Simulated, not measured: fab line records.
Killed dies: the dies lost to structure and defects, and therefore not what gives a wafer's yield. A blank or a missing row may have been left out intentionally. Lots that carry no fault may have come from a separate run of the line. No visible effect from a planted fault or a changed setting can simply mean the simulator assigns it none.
What tool caused it? -- flow n5_finfet -- 24 lots with 72 wafers sampled at 3 steps, on a route of 1938 steps

## WHAT THE GAUGES READ, wafer by wafer
N5_BEOL_M12_OCD_MEAS_35. Usual: trench_depth_nm at 322 nm, with a standard deviation of 4.3.
lot,measured,on,trench_depth_nm (nm),flag
L074,day 10 23:00,ocd-02,321 326 321,
L075,day 11 14:50,ocd-02,315 319 325,
L077,day 11 20:21,ocd-01,317 319 324,
L076,day 12 09:11,ocd-01,324 314 310,
L079,day 12 10:51,ocd-01,323 324 326,
L081,day 12 13:59,ocd-01,321 319 327,
L080,day 12 14:02,ocd-02,327 323 325,
L082,day 13 03:22,ocd-02,326 318 326,
L078,day 13 12:22,ocd-01,324 318 320,
L083,day 13 15:20,ocd-01,326 325 312,
L084,day 13 21:05,ocd-02,315 325 322,
L085,day 14 13:14,ocd-02,325 322 329,
L086,day 14 15:17,ocd-01,324 316 327,
L088,day 15 01:50,ocd-01,321 324 329,
L087,day 15 09:06,ocd-02,325 329 318,
L090,day 15 20:15,ocd-02,321 327 326,
L089,day 16 02:32,ocd-01,325 326 318,
L091,day 16 05:40,ocd-02,316 322 323,
L092,day 16 15:03,ocd-02,324 330 322,
L095,day 16 19:34,ocd-02,323 324 328,
L094,day 16 20:29,ocd-01,331 321 317,
L093,day 16 21:53,ocd-01,327 321 315,
L096,day 17 04:50,ocd-01,328 328 320,
L097,day 17 08:40,ocd-01,325 317 315,

N5_BEOL_M13_OVL_MEAS_11. Usual: for V12_OVL the level is 2 nm and the standard deviation is 5.4.
lot,measured,on,V12_OVL (nm),flag
L074,day 11 08:46,overlay-02,0 -1 -4,
L075,day 11 18:31,overlay-02,0 0 -3,
L077,day 12 03:20,overlay-02,1 8 -2,
L076,day 12 13:23,overlay-01,2 0 0,
L079,day 12 17:51,overlay-01,-3 11 7,
L081,day 12 18:25,overlay-02,5 -1 -1,
L080,day 12 18:04,overlay-02,9 14 4,
L082,day 13 09:43,overlay-01,3 6 15,
L078,day 13 15:34,overlay-01,1 0 0,
L083,day 13 18:58,overlay-02,-3 0 3,
L084,day 14 00:19,overlay-01,-10 -4 -1,
L085,day 14 21:28,overlay-02,2 -4 -7,
L086,day 14 21:42,overlay-02,0 7 1,
L088,day 15 05:45,overlay-01,-6 6 -5,
L087,day 15 12:56,overlay-01,4 3 4,
L090,day 16 01:58,overlay-02,-6 -2 -2,
L089,day 16 07:39,overlay-02,-6 -4 -7,
L091,day 16 09:20,overlay-02,-3 -3 1,
L092,day 16 17:30,overlay-02,-2 5 5,
L095,day 17 02:13,overlay-01,1 5 4,
L094,day 17 02:47,overlay-02,2 4 7,
L093,day 17 05:48,overlay-02,3 2 3,
L096,day 17 12:20,overlay-01,5 14 6,
L097,day 17 13:54,overlay-01,13 13 -4,

## EACH LOT AND THE TOOL THAT RAN IT (in order: tool; ch and the chambers of the sampled wafers; start)
lot,N5_BEOL_M12_DEP_53
L074,"pecvd-01 ch 0,1, day 11 08:02"
L075,"pecvd-03 ch 0,2, day 11 17:46"
L077,"pecvd-03 ch 0,2, day 12 02:44"
L076,"pecvd-01 ch 0,1, day 12 12:39"
L079,"pecvd-03 ch 0,1,2, day 12 17:07"
L081,"pecvd-01 ch 0,2, day 12 17:48"
L080,"pecvd-01 ch 0,2, day 12 17:27"
L082,"pecvd-03 ch 1,2, day 13 09:07"
L078,"pecvd-04 ch 0,1,2, day 13 14:49"
L083,"pecvd-01 ch 0,2, day 13 18:20"
L084,"pecvd-03 ch 0,1, day 13 23:34"
L085,"pecvd-01 ch 0,1, day 14 20:50"
L086,"pecvd-03 ch 0,1,2, day 14 20:58"
L088,"pecvd-04 ch 0,1,2, day 15 04:59"
L087,"pecvd-03 ch 0,2, day 15 12:15"
L090,"pecvd-04 ch 0,1, day 16 01:14"
L089,"pecvd-01 ch 1,2, day 16 06:55"
L091,"pecvd-04 ch 0,1,2, day 16 08:43"
L092,"pecvd-04 ch 0,2, day 16 16:53"
L095,"pecvd-04 ch 0,2, day 17 01:35"
L094,"pecvd-03 ch 0,1, day 17 02:07"
L093,"pecvd-03 ch 1,2, day 17 05:00"
L096,"pecvd-04 ch 0,2, day 17 11:40"
L097,"pecvd-04 ch 0,2, day 17 13:16"
- N5_BEOL_M12_DEP_53: deposits SiCN from 3MS/NH3, target thk 30 nm, time 10.5 s.

## AS READ BY THE TOOLS THEMSELVES (means over the sampled wafers that have a number; for cases with no such wafer, the mark the record gives instead)
N5_BEOL_M12_DEP_53. Usual: showerhead_plenum_p_Torr 4.167 Torr, standard deviation 0.025; throttle_valve_pct 17.9 %, standard deviation 0.59.
lot,tool,showerhead_plenum_p_Torr (Torr),throttle_valve_pct (%),flag
L074,pecvd-01,4.193,17.1,
L075,pecvd-03,4.149,17.5,
L077,pecvd-03,4.157,17.5,
L076,pecvd-01,4.188,17.1,
L079,pecvd-03,4.133,18.1,
L081,pecvd-01,4.192,17.5,
L080,pecvd-01,4.176,17.5,
L082,pecvd-03,4.129,18.4,
L078,pecvd-04,4.173,18.2,
L083,pecvd-01,4.187,17.4,
L084,pecvd-03,4.138,18.4,
L085,pecvd-01,4.195,17.2,
L086,pecvd-03,4.142,18.1,
L088,pecvd-04,4.178,18.3,
L087,pecvd-03,4.161,17.7,
L090,pecvd-04,4.178,18.6,
L089,pecvd-01,4.176,17.6,
L091,pecvd-04,4.176,18.4,
L092,pecvd-04,4.174,17.8,
L095,pecvd-04,4.174,17.8,
L094,pecvd-03,4.127,18.5,
L093,pecvd-03,4.144,18.1,
L096,pecvd-04,4.183,18.0,
L097,pecvd-04,4.174,17.9,

## THE ANSWER, worked out from the rows above alone
Rule: a lot counts as off when the mean over its wafers that have a number is more than 3 standard deviations away from the usual mean. Also off: a lot with no number at a reading for which 4 or more lots have one. All remaining lots with rows at the step are treated as sound. Order of review: gauges by route order, followed by the tools' own readings, for which a lot's mean as printed above is used. The first step at which some lot is off is used, and at that step the reading that is off furthest; a lot without a number counts as furthest.
Across all readings shown, no lot is off: no conclusion can be drawn from this.

## WHAT THE SIMULATOR PUT IN
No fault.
